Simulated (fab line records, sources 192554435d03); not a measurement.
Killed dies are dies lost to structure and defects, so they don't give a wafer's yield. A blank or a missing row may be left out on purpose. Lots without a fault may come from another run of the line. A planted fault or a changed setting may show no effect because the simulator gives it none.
fab line records | flow n5_finfet
record lots=4 wafers=12 last_day=17
route steps=1938 shown GATE_CUT@490 BEOL_M4@1111 PASSIVATION@1936
lots that met no fault: from a run of the same line without faults
start_h: hours from the record's first day to the start of the lot's first wafer shown | wait_h: hours since the lot's step before | " the same as in the row above | L1.1+2: a row that stands for several wafers | - no value, or no start given | * or withheld: withheld | < > ~ a bound
route shown NAME@n: a module of which the file shows steps, and the number in the route of the first | usual: mean/standard deviation of fault-free wafers | same: alike in all rows | chamber/n: place in a boat | sites: the reading at each site | _std_site: their standard deviation | _edge_site: outer sites' mean less inner sites' | radius_mm: how far each site lies from the wafer's centre | mask NAME#n: copy n | behind: the tool/chamber that last shaped the wafer | hold: why the lot was held/for how many hours/how that ended | device: the transistor (n, p or np) that didn't switch | end of line: the same wafers' tests at the end of the route | a step without rows: its recipe alone | killed: dies lost to structure and defects at the first sort, not the wafer's yield | map: a wafer's dies, x killed, . not, _ none there
set.NAME: the setting as run; set.NAME@STEP: as run at that earlier step | model.NAME: the simulator's own value behind a step, which no gauge read
lots at some steps of the route; a table a step, a row a wafer
services: from which hour (start_h, from the record's first day; less than 0 if before it) a tool's chamber was out of use, for how many hours, and why
## steps
# step N5_GATE_CUT_DESCUM_18
# recipe chemistry=O2 time_s=7 source_power_w=50 bias_power_w=20 pressure_mtorr=20 rf_frequency_hz=2.712e+07 temp_c=40 resist=CAR-EUV o2_flow_sccm=225
# step N5_GATE_CUT_ETCH_28
# recipe chemistry=N2/H2 target=underlayer target_depth_a=130 mask_material=CAR-EUV time_s=10.4 ion_energy_ev=200 pressure_mtorr=30 source_w=840 bias_w=150 n2_flow_sccm=200 h2_flow_sccm=200 ends=cleared
# step N5_GATE_CUT_ETCH_36
# recipe chemistry=CF4 target=SiARC target_depth_a=130 mask_material=CAR-EUV time_s=21.7 ion_energy_ev=80 pressure_mtorr=40 source_w=545 bias_w=36 Ar_flow_sccm=100 cf4_flow_sccm=100 ends=cleared
# step N5_GATE_CUT_ETCH_37
# recipe chemistry=N2/H2 target=SOC target_depth_a=600 overetch_a=120 mask_material=SiARC temp_c=40 time_s=90 ion_energy_ev=200 pressure_mtorr=30 source_w=840 bias_w=150 n2_flow_sccm=200 h2_flow_sccm=200
# step N5_GATE_CUT_STRIP_38
# recipe chemistry=N2/H2 temp_c=40 n2_flow_sccm=200 h2_flow_sccm=200 rf_frequency_hz=6e+07
# step N5_GATE_CUT_STRIP_39
# recipe chemistry=N2/H2 temp_c=40 n2_flow_sccm=200 h2_flow_sccm=200 rf_frequency_hz=6e+07
# step N5_GATE_CUT_HM_OPEN_40
# recipe chemistry=C4F6/O2 target=SiO2 mask_material=SiARC target_depth_a=1390 time_s=85.1 ion_energy_ev=250 pressure_mtorr=30 source_w=345 bias_w=185 Ar_flow_sccm=300 C4F6_flow_sccm=10 O2_flow_sccm=10 ends=cleared
# step N5_GATE_CUT_STRIP_41
# recipe chemistry=CF4 resist=SiARC power_w=300 bias_power_w=75 pressure_mtorr=50 cf4_flow_sccm=150 rf_frequency_hz=6e+07
# step N5_GATE_CUT_STRIP_42
# recipe chemistry=O2 power_w=400 temp_c=40 pressure_mtorr=30 rf_frequency_hz=6e+07 bias_power_w=0 overash_fraction=0.3 o2_flow_sccm=225
# step N5_GATE_CUT_ETCH_19
# recipe chemistry=CH3F/O2 target=SiNx mask_material=SiO2 target_depth_a=537 time_s=76.7 pressure_mtorr=30 source_w=395 bias_w=73 Ar_flow_sccm=150 CH3F_flow_sccm=30 O2_flow_sccm=20 ion_energy_ev=120 ends=cleared
# step N5_GATE_CUT_CUT_ETCH_53
# recipe chemistry=SF6/Cl2 target=W mask_material=SiO2 target_depth_a=792 pressure_mtorr=8 icp_w=900 bias_w=80 SF6_flow_sccm=40 Cl2_flow_sccm=60 ends=cleared
# usual SF6_flow_sccm=39.99/0.11 bias_w=80.00/0.23 drypump_motor_current_A=5.6/0.41 etch_rf_on_time_s=26.4/0.69 oes_product_au=0.74/0.09 throttle_valve_pct=28.8/0.32
# columns lot.wafer tool chamber start_h wait_h SF6_flow_sccm bias_w drypump_motor_current_A etch_rf_on_time_s oes_product_au rf_hours_counter_h throttle_valve_pct model.SiO2_of_GATE_CUT_HM_DEP_46.thk_nm
L680.2 rie_metal-02 0 170.24 0.1 - - - - - - - 126
L680.5 " 0 " " - - - - - - - 129
L680.6 " 0 " " - - - - - - - 128.6
L681.1 rie_metal-03 1 172.78 0.1 - - - - - - - 125.2
L681.2 " 0 " " - - - - - - - 123.6
L681.6 " 0 " " - - - - - - - 127.2
L684.2 rie_metal-02 0 191.73 0.1 39.99 79.62 5.6 25.3 0.76 29 29.3 118.6
L684.3 " 1 " " 40.03 80.14 6.5 26.1 0.90 - 28.9 119.4
L684.5 " 0 " " 40.12 79.81 5.6 25.3 0.76 - 29.2 120.2
L686.1 rie_metal-02 0 203.21 0.1 40.18 79.73 5.5 25.5 0.75 31 29.2 116.8
L686.4 " 0 " " 40.02 79.92 5.5 25.9 0.75 - 29.2 120.2
L686.5 " 1 " " 39.99 79.68 6.5 26.5 0.86 - 28.9 119.8
# step N5_GATE_CUT_CUT_ETCH_54
# recipe chemistry=Cl2/BCl3 target=TiN mask_material=SiO2 target_depth_a=967 pressure_mtorr=10 icp_w=1000 bias_w=126 Cl2_flow_sccm=53.25 bcl3_flow_sccm=21.75 Ar_flow_sccm=25 ends=cleared
# usual bcl3_flow_sccm=21.76/0.071 bias_w=125.9/0.36 drypump_motor_current_A=5.6/0.4 etch_rf_on_time_s=36.8/0.96 oes_ar_750_au=0.81/0.1 oes_product_au=0.75/0.09 throttle_valve_pct=22.15/0.27
# columns lot.wafer tool chamber start_h wait_h bcl3_flow_sccm bias_w drypump_motor_current_A etch_rf_on_time_s oes_ar_750_au oes_product_au rf_hours_counter_h throttle_valve_pct
L680.2 rie_metal-02 0 170.36 0.1 21.73 126.2 5.6 47.9 0.82 0.30 - 23.12
L680.5 " 0 " " 21.77 126.1 5.6 47.9 0.82 0.31 - 23.15
L680.6 " 0 " " 21.76 126.6 5.6 47.9 0.83 0.31 - 23.15
L681.1 rie_metal-03 1 172.84 0.0 21.75 125.7 5.6 47.9 0.69 0.27 64 22.30
L681.2 " 0 " " 21.70 126.1 5.3 47.9 0.70 0.27 69 22.63
L681.6 " 0 " " 21.65 125.6 5.3 47.9 0.70 0.26 - 22.65
L684.2 rie_metal-02 0 191.79 0.0 21.89 126.2 5.5 35.4 0.82 0.76 29 22.59
L684.3 " 1 " " 21.62 125.7 6.5 36.3 0.97 0.89 - 22.05
L684.5 " 0 " " 21.81 126.6 5.6 35.8 0.82 0.75 - 22.60
L686.1 rie_metal-02 0 203.27 0.0 21.64 126.2 5.6 35.4 0.81 0.75 31 22.59
L686.4 " 0 " " 21.80 126.0 5.6 35.0 0.81 0.76 - 22.59
L686.5 " 1 " " 21.74 125.9 6.5 36.2 0.96 0.88 - 22.04
# step N5_GATE_CUT_ETCH_47
# recipe chemistry=Cl2/BCl3 target=SiO2 target_depth_a=100 pressure_mtorr=10 icp_w=1000 bias_w=126 Cl2_flow_sccm=53.25 bcl3_flow_sccm=21.75 Ar_flow_sccm=25
# step N5_GATE_CUT_VAPOR_ETCH_48
# recipe chemistry=BCl3/Cl2 target=TiN mode=isotropic
# step N5_GATE_CUT_VAPOR_ETCH_49
# recipe chemistry=BCl3/Cl2 target=TiAlC mode=isotropic
# step N5_GATE_CUT_VAPOR_ETCH_51
# recipe chemistry=BCl3/Cl2 target=HfO2 mode=isotropic
# step N5_GATE_CUT_STRIP_21
# recipe chemistry=N2/H2 time_s=30 power_w=1000 temp_c=250 pressure_mtorr=withheld n2_flow_sccm=1750 h2_flow_sccm=3250
# step N5_GATE_CUT_STRIP_29
# recipe chemistry=post_etch_residue_remover time_s=60 temp_c=25 remover_ph=withheld remover_water_wt_pct=withheld remover_fluoride_wt_pct=withheld
# step N5_GATE_CUT_SRD_52
# recipe dry=ipa_marangoni time_s=30 temp_c=23 rinse_liquid=diw
# step N5_GATE_CUT_ALD_22
# recipe material=SiNx target_thk_a=160 temp_c=400 ald_precursor_family=SiH2I2 ald_co_reactant=N2/H2-plasma pulse_time_s=1 ald_cycles=320 purge_time_s=2 co_reactant_purge_time_s=2 pressure_torr=2
# step N5_GATE_CUT_CMP_23
# recipe stop_on=SiO2 t_overpolish_s=23.4 post_cmp_clean=alkaline_brush down_force_psi=2.5 platen_rpm=51.8 pad_velocity_m_s=1.0307 target_thk_nm=16
# step N5_GATE_CUT_THK_MEAS_24
# recipe reads=SiO2_of_GATE_CUT_HM_DEP_46+SiO2_flowable_of_ILD0_FCVD_FILL_01
# usual GC_FILL_THK=219.7/2.4
# columns lot.wafer tool chamber start_h wait_h GC_FILL_THK[nm]
L680.2 film_metro-02 - 172.80 - 230.0
L680.5 " - " " 230.3
L680.6 " - " " 230.7
L681.1 film_metro-02 - 175.01 - 227.4
L681.2 " - " " 226.4
L681.6 " - " " 229.3
L684.2 film_metro-01 - 194.25 - 222.1
L684.3 " - " " 223.1
L684.5 " - " " 223.5
L686.1 film_metro-01 - 205.56 - 220.7
L686.4 " - " " 221.3
L686.5 " - " " 222.5
# step N5_GATE_CUT_CMP_43
# recipe material=SiO2 post_cmp_clean=rinse_only
# usual motor_current_A=11.9/1.1 slurry_flow_ml_min=150.0/0.43
# columns lot.wafer tool chamber start_h wait_h motor_current_A slurry_flow_ml_min model.SiO2_of_GATE_CUT_HM_DEP_46.thk_nm
L680.2 cmp-03 0 172.83 0.0 12.7 150.0 5.4
L680.5 " 0 " " 13.1 150.5 5.6
L680.6 " 1 " " 10.9 150.5 5.4
L681.1 cmp-03 3 175.12 0.1 11.5 149.4 5.4
L681.2 " 0 " " 12.7 149.6 5.2
L681.6 " 2 " " 10.4 150.0 5.4
L684.2 cmp-01 2 194.44 0.2 14.2 150.5 5
L684.3 " 3 " " 12.2 150.2 5
L684.5 " 1 " " 12.4 149.4 5.2
L686.4 cmp-04 2 205.59 0.0 11.4 150.3 5
L686.1 " 3 " " 10.8 150.0 5
L686.5 " 2 " " 11.1 150.5 5
# step N5_GATE_CUT_CMP_61
# recipe stop_on=SiNx t_overpolish_s=3 post_cmp_clean=alkaline_brush down_force_psi=4 platen_rpm=27.09 pad_velocity_m_s=0.539
# step N5_BEOL_M4_RC_MEAS_101
# usual DIBL_N=37.1/2.4 DIBL_P=37/3 IOFF_N=0.18/0.053 IOFF_P=0.21/0.05 ION_N=674/14 ION_P=459/9.2 SS_N=72.1/0.9 SS_P=73.4/0.89 VT_N=250/3.8 VT_P=-251/3.7
# columns lot.wafer tool chamber start_h wait_h DIBL_N[mV/V] DIBL_P[mV/V] IOFF_N[nA/um] IOFF_P[nA/um] ION_N[uA/um] ION_P[uA/um] SS_N[mV/dec] SS_P[mV/dec] VT_N[mV] VT_P[mV]
L684.2 prober-01 0 280.71 0.2 43.0 45 0.32 0.38 703 473 73.5 75.2 244 -241
L684.3 " 0 " " 36.5 37 0.17 0.24 678 472 71.8 73.4 247 -246
L684.5 " 0 " " 40.2 42 0.27 0.33 698 474 72.7 74.8 241 -244
L686.1 prober-02 0 288.09 0.0 35.7 35 0.16 0.18 667 453 72.1 73.4 251 -255
L686.4 " 0 " " 39.9 40 0.25 0.26 691 464 72.7 74.3 244 -248
L686.5 " 0 " " 35.7 35 0.15 0.18 661 449 71.8 73.0 254 -254
# step N5_PASSIVATION_PROBE_49
# usual defect_limited_yield=91.6/1.4 killed_at_M0_to_M3=32/9.5 killed_at_M4_up=13/6 killed_at_contacts=12/5.6 killed_at_front_end=39/11 killed_at_other=2.8/2.3 killed_dies=99/16 killed_on_rim=12/3.4 killed_open=65/12 killed_short=32/7.6 sort_bin_4_leakage=0.1/0.88 sort_bin_5_function=4.8/0.88 sort_bin_6_memory=3.2/0.65 sort_n_pass=1077/29 sort_yield_pct=91.2/2.5
# same gross_dies=1180 killed_at_back_side=0 sort_bin_8_speed[%]=0
# columns lot.wafer tool chamber start_h wait_h defect_limited_yield[%] killed_at_M0_to_M3 killed_at_M4_up killed_at_contacts killed_at_front_end killed_at_other killed_dies killed_on_rim killed_open killed_short sort_bin_4_leakage[%] sort_bin_5_function[%] sort_bin_6_memory[%] sort_n_pass sort_yield_pct[%]
L680.2 prober-01 - 375.47 0.6 0 23 13 10 1128 6 1180 152 54 29 0 96.8 2.6 0 0
L680.5 prober-01 - 375.62 0.8 0 40 8 30 1100 2 1180 152 79 41 0 96.5 3.4 0 0
L680.6 prober-01 - 375.67 0.8 0 13 9 21 1132 5 1180 152 61 27 0 97.2 2.6 0 0
L686.1 prober-01 - 394.93 0.0 91.9 19 11 9 56 1 96 10 64 28 0 5.1 2.6 1084 91.9
L686.4 prober-01 - 395.08 0.2 91.0 26 14 9 55 2 106 10 67 39 0 4.8 3.7 1074 91.0
L686.5 prober-01 - 395.13 0.2 90.7 46 10 5 44 5 110 12 73 37 0 5.0 4.0 1070 90.7
L684.2 prober-02 - 395.56 0.1 92.1 47 9 8 27 2 93 5 55 36 0.8 4.6 3.0 1077 91.3
L684.3 prober-02 - 395.61 0.1 89.3 49 20 15 42 0 126 16 83 38 0 6.2 3.8 1054 89.3
L684.5 prober-02 - 395.71 0.2 90.3 46 11 9 42 6 114 10 70 35 0.1 5.0 3.1 1065 90.3
L681.1 prober-02 - 398.53 0.0 0 33 4 6 1137 0 1180 152 48 30 0 96.9 2.5 0 0
L681.2 prober-02 - 398.58 0.1 0 38 4 16 1122 0 1180 152 59 32 0 96.8 2.9 0 0
L681.6 prober-02 - 398.78 0.3 0 47 5 3 1124 1 1180 152 47 24 0 97.3 2.5 0 0
# killed by level:class
L680.2 GATE_CUT:area_etch=1093 MOL_CONTACT_COAG:geometric_particle:open=9 BEOL_M4:geometric_particle:open=6 GATE_CUT:geometric_particle:open=5 BEOL_M0_SAQP:geometric_particle:short=5 BEOL_M2:geometric_particle:open=5 BEOL_M3:geometric_particle:open=5 STARTING-WAFER:geometric_particle:open=5
L680.5 GATE_CUT:area_etch=1055 MOL_CONTACT_COAG:geometric_particle:open=20 BEOL_M0_SAQP:geometric_particle:open=10 MOL_CONTACT_COAG:geometric_particle:short=10 FIN_SAQP:geometric_particle:open=9 BEOL_M2:geometric_particle:open=9 FIN_SAQP:geometric_particle:short=7 STI_FIN_REVEAL:geometric_particle:open=7
L680.6 GATE_CUT:area_etch=1089 MOL_CONTACT_COAG:geometric_particle:open=19 FIN_SAQP:geometric_particle:open=10 FIN_SAQP:geometric_particle:short=7 BEOL_M4:geometric_particle:open=6 STI_FIN_REVEAL:geometric_particle:open=4 STARTING-WAFER:geometric_particle:open=4 BEOL_M0_SAQP:geometric_particle:short=3
L686.1 FIN_SAQP:geometric_particle:open=15 STI_FIN_REVEAL:geometric_particle:open=7 BEOL_M1:geometric_particle:open=7 MOL_CONTACT_COAG:geometric_particle:open=7 FIN_SAQP:geometric_particle:short=6 STARTING-WAFER:geometric_particle:short=6 BEOL_M3:geometric_particle:open=5 GATE_CUT:geometric_particle:short=4
L686.4 STI_FIN_REVEAL:geometric_particle:open=14 FIN_SAQP:geometric_particle:open=8 DUMMY_GATE:geometric_particle:open=8 FIN_SAQP:geometric_particle:short=7 MOL_CONTACT_COAG:geometric_particle:open=7 BEOL_M1:geometric_particle:short=6 GATE_CUT:geometric_particle:short=6 BEOL_M1:geometric_particle:open=5
L686.5 BEOL_M1:geometric_particle:open=14 FIN_SAQP:geometric_particle:open=12 BEOL_M3:geometric_particle:open=9 DUMMY_GATE:geometric_particle:open=8 BEOL_M2:geometric_particle:open=6 STI_FIN_REVEAL:geometric_particle:open=5 GATE_CUT:geometric_particle:short=5 BEOL_M0_SAQP:geometric_particle:short=5
L684.2 BEOL_M0_SAQP:geometric_particle:open=11 BEOL_M0_SAQP:geometric_particle:short=8 DUMMY_GATE:geometric_particle:open=7 BEOL_M0:geometric_particle:open=7 BEOL_M1:geometric_particle:short=7 BEOL_M2:geometric_particle:open=7 DUMMY_GATE:geometric_particle:short=4 GATE_CUT:geometric_particle:short=4
L684.3 BEOL_M0_SAQP:geometric_particle:open=27 BEOL_M0_SAQP:geometric_particle:short=14 BEOL_M4:geometric_particle:open=10 MOL_CONTACT_COAG:geometric_particle:open=8 STI_FIN_REVEAL:geometric_particle:open=7 MOL_CONTACT_COAG:geometric_particle:short=7 FIN_SAQP:geometric_particle:open=6 FIN_SAQP:geometric_particle:short=6
L684.5 BEOL_M2:geometric_particle:open=14 BEOL_M0_SAQP:geometric_particle:short=12 DUMMY_GATE:geometric_particle:open=9 BEOL_M0_SAQP:geometric_particle:open=9 HKMG_FIN:area_etch=9 MOL_CONTACT_COAG:geometric_particle:open=7 BEOL_M1:geometric_particle:open=5 BEOL_M4:geometric_particle:open=5
L681.1 GATE_CUT:area_etch=1101 STI_FIN_REVEAL:geometric_particle:open=9 BEOL_M3:geometric_particle:open=8 BEOL_M0_SAQP:geometric_particle:open=7 BEOL_M2:geometric_particle:open=7 FIN_SAQP:geometric_particle:short=6 BEOL_M0_SAQP:geometric_particle:short=6 GATE_CUT:geometric_particle:short=5
L681.2 GATE_CUT:area_etch=1089 MOL_CONTACT_COAG:geometric_particle:open=15 BEOL_M0_SAQP:geometric_particle:short=10 FIN_SAQP:geometric_particle:short=8 BEOL_M0_SAQP:geometric_particle:open=7 BEOL_M1:geometric_particle:open=7 STI_FIN_REVEAL:geometric_particle:open=6 FIN_SAQP:geometric_particle:open=5
L681.6 GATE_CUT:area_etch=1109 BEOL_M0_SAQP:geometric_particle:short=11 BEOL_M3:geometric_particle:open=10 BEOL_M1:geometric_particle:open=9 BEOL_M2:geometric_particle:open=8 STARTING-WAFER:geometric_particle:short=4 STI_FIN_REVEAL:geometric_particle:open=3 MOL_CONTACT_COAG:geometric_particle:open=3
# map L680.2 (x killed, . not)
_________________xxxxxxxxxxxx________________
______________xxxxxxxxxxxxxxxxxx_____________
___________xxxxxxxxxxxxxxxxxxxxxxxx__________
__________xxxxxxxxxxxxxxxxxxxxxxxxxx_________
________xxxxxxxxxxxxxxxxxxxxxxxxxxxxxx_______
_______xxxxxxxxxxxxxxxxxxxxxxxxxxxxxxxx______
______xxxxxxxxxxxxxxxxxxxxxxxxxxxxxxxxxx_____
_____xxxxxxxxxxxxxxxxxxxxxxxxxxxxxxxxxxxx____
____xxxxxxxxxxxxxxxxxxxxxxxxxxxxxxxxxxxxxx___
___xxxxxxxxxxxxxxxxxxxxxxxxxxxxxxxxxxxxxxxx__
___xxxxxxxxxxxxxxxxxxxxxxxxxxxxxxxxxxxxxxxx__
__xxxxxxxxxxxxxxxxxxxxxxxxxxxxxxxxxxxxxxxxxx_
__xxxxxxxxxxxxxxxxxxxxxxxxxxxxxxxxxxxxxxxxxx_
_xxxxxxxxxxxxxxxxxxxxxxxxxxxxxxxxxxxxxxxxxxxx
_xxxxxxxxxxxxxxxxxxxxxxxxxxxxxxxxxxxxxxxxxxxx
_xxxxxxxxxxxxxxxxxxxxxxxxxxxxxxxxxxxxxxxxxxxx
_xxxxxxxxxxxxxxxxxxxxxxxxxxxxxxxxxxxxxxxxxxxx
_xxxxxxxxxxxxxxxxxxxxxxxxxxxxxxxxxxxxxxxxxxxx
_xxxxxxxxxxxxxxxxxxxxxxxxxxxxxxxxxxxxxxxxxxxx
_xxxxxxxxxxxxxxxxxxxxxxxxxxxxxxxxxxxxxxxxxxxx
_xxxxxxxxxxxxxxxxxxxxxxxxxxxxxxxxxxxxxxxxxxxx
__xxxxxxxxxxxxxxxxxxxxxxxxxxxxxxxxxxxxxxxxxx_
__xxxxxxxxxxxxxxxxxxxxxxxxxxxxxxxxxxxxxxxxxx_
___xxxxxxxxxxxxxxxxxxxxxxxxxxxxxxxxxxxxxxxx__
___xxxxxxxxxxxxxxxxxxxxxxxxxxxxxxxxxxxxxxxx__
____xxxxxxxxxxxxxxxxxxxxxxxxxxxxxxxxxxxxxx___
_____xxxxxxxxxxxxxxxxxxxxxxxxxxxxxxxxxxxx____
______xxxxxxxxxxxxxxxxxxxxxxxxxxxxxxxxxx_____
_______xxxxxxxxxxxxxxxxxxxxxxxxxxxxxxxx______
________xxxxxxxxxxxxxxxxxxxxxxxxxxxxxx_______
__________xxxxxxxxxxxxxxxxxxxxxxxxxx_________
___________xxxxxxxxxxxxxxxxxxxxxxxx__________
______________xxxxxxxxxxxxxxxxxx_____________
_________________xxxxxxxxxxxx________________
# map L681.1 (x killed, . not)
_________________xxxxxxxxxxxx________________
______________xxxxxxxxxxxxxxxxxx_____________
___________xxxxxxxxxxxxxxxxxxxxxxxx__________
__________xxxxxxxxxxxxxxxxxxxxxxxxxx_________
________xxxxxxxxxxxxxxxxxxxxxxxxxxxxxx_______
_______xxxxxxxxxxxxxxxxxxxxxxxxxxxxxxxx______
______xxxxxxxxxxxxxxxxxxxxxxxxxxxxxxxxxx_____
_____xxxxxxxxxxxxxxxxxxxxxxxxxxxxxxxxxxxx____
____xxxxxxxxxxxxxxxxxxxxxxxxxxxxxxxxxxxxxx___
___xxxxxxxxxxxxxxxxxxxxxxxxxxxxxxxxxxxxxxxx__
___xxxxxxxxxxxxxxxxxxxxxxxxxxxxxxxxxxxxxxxx__
__xxxxxxxxxxxxxxxxxxxxxxxxxxxxxxxxxxxxxxxxxx_
__xxxxxxxxxxxxxxxxxxxxxxxxxxxxxxxxxxxxxxxxxx_
_xxxxxxxxxxxxxxxxxxxxxxxxxxxxxxxxxxxxxxxxxxxx
_xxxxxxxxxxxxxxxxxxxxxxxxxxxxxxxxxxxxxxxxxxxx
_xxxxxxxxxxxxxxxxxxxxxxxxxxxxxxxxxxxxxxxxxxxx
_xxxxxxxxxxxxxxxxxxxxxxxxxxxxxxxxxxxxxxxxxxxx
_xxxxxxxxxxxxxxxxxxxxxxxxxxxxxxxxxxxxxxxxxxxx
_xxxxxxxxxxxxxxxxxxxxxxxxxxxxxxxxxxxxxxxxxxxx
_xxxxxxxxxxxxxxxxxxxxxxxxxxxxxxxxxxxxxxxxxxxx
_xxxxxxxxxxxxxxxxxxxxxxxxxxxxxxxxxxxxxxxxxxxx
__xxxxxxxxxxxxxxxxxxxxxxxxxxxxxxxxxxxxxxxxxx_
__xxxxxxxxxxxxxxxxxxxxxxxxxxxxxxxxxxxxxxxxxx_
___xxxxxxxxxxxxxxxxxxxxxxxxxxxxxxxxxxxxxxxx__
___xxxxxxxxxxxxxxxxxxxxxxxxxxxxxxxxxxxxxxxx__
____xxxxxxxxxxxxxxxxxxxxxxxxxxxxxxxxxxxxxx___
_____xxxxxxxxxxxxxxxxxxxxxxxxxxxxxxxxxxxx____
______xxxxxxxxxxxxxxxxxxxxxxxxxxxxxxxxxx_____
_______xxxxxxxxxxxxxxxxxxxxxxxxxxxxxxxx______
________xxxxxxxxxxxxxxxxxxxxxxxxxxxxxx_______
__________xxxxxxxxxxxxxxxxxxxxxxxxxx_________
___________xxxxxxxxxxxxxxxxxxxxxxxx__________
______________xxxxxxxxxxxxxxxxxx_____________
_________________xxxxxxxxxxxx________________
## services
# columns tool chamber start_h hours kind
cmp-04 - 180.72 2.6 repair
cmp-03 - 189.92 16.7 pm
cmp-01 - 197.28 2.3 repair
rie_metal-02 - 198.86 2.8 pm
## key
first_sign step=N5_GATE_CUT_CUT_ETCH_53 reading=tool_record direction=missing
effect step=N5_GATE_CUT_CUT_ETCH_54 reading=etch_rf_on_time_s direction=up sigmas=12 usual=* struck=*
effect step=N5_GATE_CUT_THK_MEAS_24 reading=GC_FILL_THK direction=up sigmas=3.9 usual=219.7 struck=229.0
effect step=N5_PASSIVATION_PROBE_49 reading=sort_bin_5_function direction=up sigmas=99+ usual=4.8 struck=96.9
model_effect step=N5_GATE_CUT_CUT_ETCH_53 value=SiO2_of_GATE_CUT_HM_DEP_46.thk_nm without=118.9 struck=126.6
model_effect step=N5_GATE_CUT_CMP_43 value=SiO2_of_GATE_CUT_HM_DEP_46.thk_nm without=5.033 struck=5.4
more_kills_born_at N5_GATE_CUT_CUT_ETCH_53@rie_metal-03=3299 N5_GATE_CUT_CUT_ETCH_53@rie_metal-02=3237
met_at N5_GATE_CUT_CUT_ETCH_53
struck_wafers L680.2,L680.5,L680.6,L681.1,L681.2,L681.6
later_rows_left_out L680.2,L680.5,L680.6,L681.1,L681.2,L681.6
fault kind=skipped_step_whole tool=rie_metal-02,rie_metal-03 chamber=- onset_h=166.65 steps=N5_GATE_CUT_CUT_ETCH_53 scope=struck_lots_only
# later_rows_left_out: the simulator's readings of these wafers behind a module that went badly wrong aren't trusted and aren't shown, but for the sort
